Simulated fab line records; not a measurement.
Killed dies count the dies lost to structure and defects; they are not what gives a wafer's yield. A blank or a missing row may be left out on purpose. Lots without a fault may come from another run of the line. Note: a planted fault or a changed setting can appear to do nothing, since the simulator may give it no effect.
Lot-split experiment | flow n5-finfet | 7 lots, 21 wafers read, on a route of 1938 steps

## THE SPLIT ITSELF
At N5_BEOL_M3_HM_DEP_02 (deposits TiN, target thk 20 nm), the setting target-thk-a was moved away from the recipe's 200 angstrom on 10 of the 21 wafers read, by -13.1% to +7.4%. For the rest of the wafers, this setting stayed at what the recipe calls for.

## FROM THE SPLIT TO THE READING: what the file shows between them, 4 steps
- N5_BEOL_M3_COAT_61: time 60 s, resist thk 60 nm
- N5_BEOL_M3_COAT_62: time 60 s, resist thk 12 nm
- N5_BEOL_M3_STRIP_75: strips in N2/H2
- N5_BEOL_M3_STRIP_66: strips in CF4

## THE READING
etch.depth-nm (the simulator's own value, which no gauge read), in nm, at N5_BEOL_M3_HM_OPEN_17 (chemistry Cl2/BCl3, target TiN, target depth 20 nm, overetch 6 nm). The file gives no usual value for it. Here, 11 wafers ran the recipe; their average is 20.05 nm with a standard deviation of 0.19 nm.

wafer  | tool, chamber at the split | target-thk-a as run, angstrom | against the recipe | etch.depth-nm, nm | against lot-mates on the recipe
L075.4 | pvd-sputter-02, -          | 184.2                         | -7.9%              | 18.36             | -1.65
L075.5 | pvd-sputter-02, -          | 200                           | recipe             | 20.01             | -
L075.6 | pvd-sputter-02, -          | 184.2                         | -7.9%              | 18.29             | -1.72
L079.2 | pvd-sputter-01, -          | 173.8                         | -13.1%             | 17.54             | -2.65
L079.3 | pvd-sputter-01, -          | 200                           | recipe             | 20.19             | -
L079.4 | pvd-sputter-01, -          | 173.8                         | -13.1%             | 17.43             | -2.76
L083.3 | pvd-sputter-01, -          | 176.1                         | -12.0%             | 17.62             | -2.31
L083.5 | pvd-sputter-01, -          | 200                           | recipe             | 19.93             | -
L083.6 | pvd-sputter-01, -          | 176.1                         | -12.0%             | 17.7              | -2.23
L082.1 | pvd-sputter-01, -          | 187.6                         | -6.2%              | 18.83             | -1.44
L082.3 | pvd-sputter-01, -          | 200                           | recipe             | 20.26             | -
L082.4 | pvd-sputter-01, -          | 200                           | recipe             | 20.27             | -
L086.1 | pvd-sputter-02, -          | 200                           | recipe             | 20.09             | -
L086.3 | pvd-sputter-02, -          | 200                           | recipe             | 20                | -
L086.5 | pvd-sputter-02, -          | 200                           | recipe             | 20                | -
L092.1 | pvd-sputter-03, -          | 179.7                         | -10.2%             | 17.53             | -2.11
L092.3 | pvd-sputter-03, -          | 200                           | recipe             | 19.64             | -
L092.4 | pvd-sputter-03, -          | 179.7                         | -10.2%             | 17.57             | -2.07
L094.1 | pvd-sputter-01, -          | 200                           | recipe             | 19.91             | -
L094.4 | pvd-sputter-01, -          | 200                           | recipe             | 20.3              | -
L094.6 | pvd-sputter-01, -          | 214.8                         | +7.4%              | 21.55             | +1.45

THE FIT
A straight line over all 21 wafers: etch.depth-nm changes by +0.209 nm for each +1% of target-thk-a; r = +0.99; the points scatter about the line by 0.2 nm.
The same after taking each lot's own level away (the mean of its wafers on the recipe; 21 wafers): +0.202 nm for each +1%; r = +1.00; scatter 0.1 nm.
That fit puts the effect of the largest move of target-thk-a on the reading at 2.6 nm.
Across the lots, their own levels run from 19.640 to 20.265 nm, a range of 3.3 times the standard deviation given above.
Hence the lot-to-lot level has little effect on the slope; both slopes agree.
Check: with one of the wafers moved furthest among these (-13.1%) left out of the fit, the line predicts -2.66 nm for it against its lot-mates. Against them it came out at -2.65 nm.

## OTHER SPLITS APPLIED TO THESE WAFERS
Note: prior to the reading, these wafers also went through further splits. Each is held against what the fit with the lots' levels taken away leaves over:
other split on the same wafers | wafers away from the commonest value | r with etch.depth-nm (lot level and that fit taken away)
N5_BEOL_M2_COAT_62 spin-rpm    | 8                                    | +0.14
N5_BEOL_M2_ALD_98 ald-cycles   | 6                                    | +0.11
N5_BEOL_M2_VIA_ETCH_34 time-s  | 5                                    | +0.23
N5_BEOL_M3_ILD_DEP_00 time-s   | 9                                    | +0.29

## THE WHOLE CHAIN: every reading that the file lists as answering this split, in the file's order
step                  | what it does                                                      | reading                                                                          | change (the file's fit)               | r (the file's)
N5_BEOL_M3_HM_DEP_02  | deposits TiN, target thk 20 nm                                    | TiN_of_BEOL_M3_HM_DEP_02.thk-nm (the simulator's own value, which no gauge read) | +0.202 nm for each +1% of the setting | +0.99
N5_BEOL_M3_HM_OPEN_17 | chemistry Cl2/BCl3, target TiN, target depth 20 nm, overetch 6 nm | etch.depth-nm (the simulator's own value, which no gauge read)                   | +0.203 nm for each +1% of the setting | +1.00

## FILE'S OWN FIT
etch.depth-nm changes by +0.203 nm for each +1% of target-thk-a, r = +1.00.
